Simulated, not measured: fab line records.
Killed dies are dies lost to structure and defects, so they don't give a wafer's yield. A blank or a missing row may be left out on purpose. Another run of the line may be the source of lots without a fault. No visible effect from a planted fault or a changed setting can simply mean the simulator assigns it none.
Which tool is to blame? || flow nand_harc || 42 wafers from 14 lots sampled at 2 of the route's 1302 steps

== WHAT THE GAUGES READ, wafer by wafer ==
NHARC_A_SLIT_OVL_MEAS_10.
{"lot": "L901", "measured": "day 20 04:22", "on": "overlay-01", "overlay_x_nm (nm)": "-1.1 -1.2 -1.0", "overlay_y_nm (nm)": "0.8 0.6 1.0"}
{"lot": "L906", "measured": "day 21 12:51", "on": "overlay-01", "overlay_x_nm (nm)": "0.5 0.3 0.2", "overlay_y_nm (nm)": "-0.5 0.1 0.0"}
{"lot": "L908", "measured": "day 23 07:32", "on": "overlay-01", "overlay_x_nm (nm)": "-0.7 0.0 -1.0", "overlay_y_nm (nm)": "1.5 1.3 0.8"}
{"lot": "L911", "measured": "day 23 16:45", "on": "overlay-02", "overlay_x_nm (nm)": "0.2 0.1 0.1", "overlay_y_nm (nm)": "-1.3 -0.5 -1.2"}
{"lot": "L912", "measured": "day 24 05:14", "on": "overlay-02", "overlay_x_nm (nm)": "-1.0 -1.1 -1.4", "overlay_y_nm (nm)": "-0.9 -0.2 0.0"}
{"lot": "L913", "measured": "day 24 08:54", "on": "overlay-02", "overlay_x_nm (nm)": "-0.9 -0.5 -0.1", "overlay_y_nm (nm)": "-0.3 0.2 -0.2"}
{"lot": "L915", "measured": "day 25 07:50", "on": "overlay-02", "overlay_x_nm (nm)": "-0.7 -0.1 -0.2", "overlay_y_nm (nm)": "0.6 1.2 0.2"}
{"lot": "L914", "measured": "day 25 14:56", "on": "overlay-02", "overlay_x_nm (nm)": "0.4 0.4 0.7", "overlay_y_nm (nm)": "-0.6 0.0 0.1"}
{"lot": "L918", "measured": "day 26 23:01", "on": "overlay-01", "overlay_x_nm (nm)": "1.5 1.6 0.8", "overlay_y_nm (nm)": "0.7 0.9 0.5"}
{"lot": "L917", "measured": "day 27 00:23", "on": "overlay-02", "overlay_x_nm (nm)": "-1.4 -1.5 -1.8", "overlay_y_nm (nm)": "-0.6 -1.1 -0.3"}
{"lot": "L920", "measured": "day 27 15:35", "on": "overlay-01", "overlay_x_nm (nm)": "0.3 0.1 0.2", "overlay_y_nm (nm)": "-0.1 0.4 0.5"}
{"lot": "L922", "measured": "day 29 03:19", "on": "overlay-01", "overlay_x_nm (nm)": "-1.7 -1.2 -1.2", "overlay_y_nm (nm)": "0.2 0.7 0.3"}
{"lot": "L921", "measured": "day 29 04:00", "on": "overlay-01", "overlay_x_nm (nm)": "0.2 0.0 0.4", "overlay_y_nm (nm)": "-1.1 -1.4 -1.5"}
{"lot": "L923", "measured": "day 29 07:04", "on": "overlay-01", "overlay_x_nm (nm)": "0.4 0.7 -0.2", "overlay_y_nm (nm)": "-0.7 -0.9 -1.0"}

NHARC_A_SLIT_INSPECT_11.
{"lot": "L901", "measured": "day 20 04:24", "on": "defect_inspect-01", "raw_defect_count": "22 33 14"}
{"lot": "L906", "measured": "day 21 12:53", "on": "defect_inspect-01", "raw_defect_count": "20 32 33"}
{"lot": "L908", "measured": "day 23 07:34", "on": "defect_inspect-02", "raw_defect_count": "105 96 110"}
{"lot": "L911", "measured": "day 23 16:47", "on": "defect_inspect-01", "raw_defect_count": "79 86 80"}
{"lot": "L912", "measured": "day 24 05:16", "on": "defect_inspect-01", "raw_defect_count": "92 74 80"}
{"lot": "L913", "measured": "day 24 08:56", "on": "defect_inspect-01", "raw_defect_count": "15 11 22"}
{"lot": "L915", "measured": "day 25 07:52", "on": "defect_inspect-01", "raw_defect_count": "37 47 41"}
{"lot": "L914", "measured": "day 25 14:58", "on": "defect_inspect-02", "raw_defect_count": "83 82 102"}
{"lot": "L918", "measured": "day 26 23:02", "on": "defect_inspect-01", "raw_defect_count": "22 20 26"}
{"lot": "L917", "measured": "day 27 00:25", "on": "defect_inspect-01", "raw_defect_count": "50 41 57"}
{"lot": "L920", "measured": "day 27 15:37", "on": "defect_inspect-02", "raw_defect_count": "27 17 27"}
{"lot": "L922", "measured": "day 29 03:21", "on": "defect_inspect-02", "raw_defect_count": "86 70 68"}
{"lot": "L921", "measured": "day 29 04:02", "on": "defect_inspect-02", "raw_defect_count": "8 18 24"}
{"lot": "L923", "measured": "day 29 07:05", "on": "defect_inspect-02", "raw_defect_count": "6 14 11"}

== WHAT TOOL EACH LOT RAN ON (gives the tool, then ch and the chambers of the sampled wafers, and finally the start) ==
Before these readings, the record contains no process step.

== WHAT THE TOOLS THEMSELVES READ (means of the sampled wafers that have a number; where no wafer has one, the mark that the record gives instead) ==
The record holds no such reading with a usual standard deviation.

== THE ANSWER, worked out from the rows above alone ==
Rule: usual is defined by the lots themselves. Put in order of their means at a reading, lots are off if they are a third of the lots or fewer, leave a main group of 4 or more, and stand apart from it by a gap of 3 or more times the standard deviation of the main group's means; of several such gaps the widest counts. Not used: any main group whose means are identical at the precision the tables above print for the reading. Also off: a lot with no number at a reading for which 4 or more lots have one. All remaining lots with rows at the step are treated as sound. First the gauges in route order, then the tools' own readings, where a lot's mean is used as printed above. The first step at which some lot is off is used, and at that step the reading that is off furthest; a lot without a number counts as furthest.
Nothing can be told from this: no lot is off at any reading shown.

== WHAT HAD BEEN PUT IN BY THE SIMULATOR ==
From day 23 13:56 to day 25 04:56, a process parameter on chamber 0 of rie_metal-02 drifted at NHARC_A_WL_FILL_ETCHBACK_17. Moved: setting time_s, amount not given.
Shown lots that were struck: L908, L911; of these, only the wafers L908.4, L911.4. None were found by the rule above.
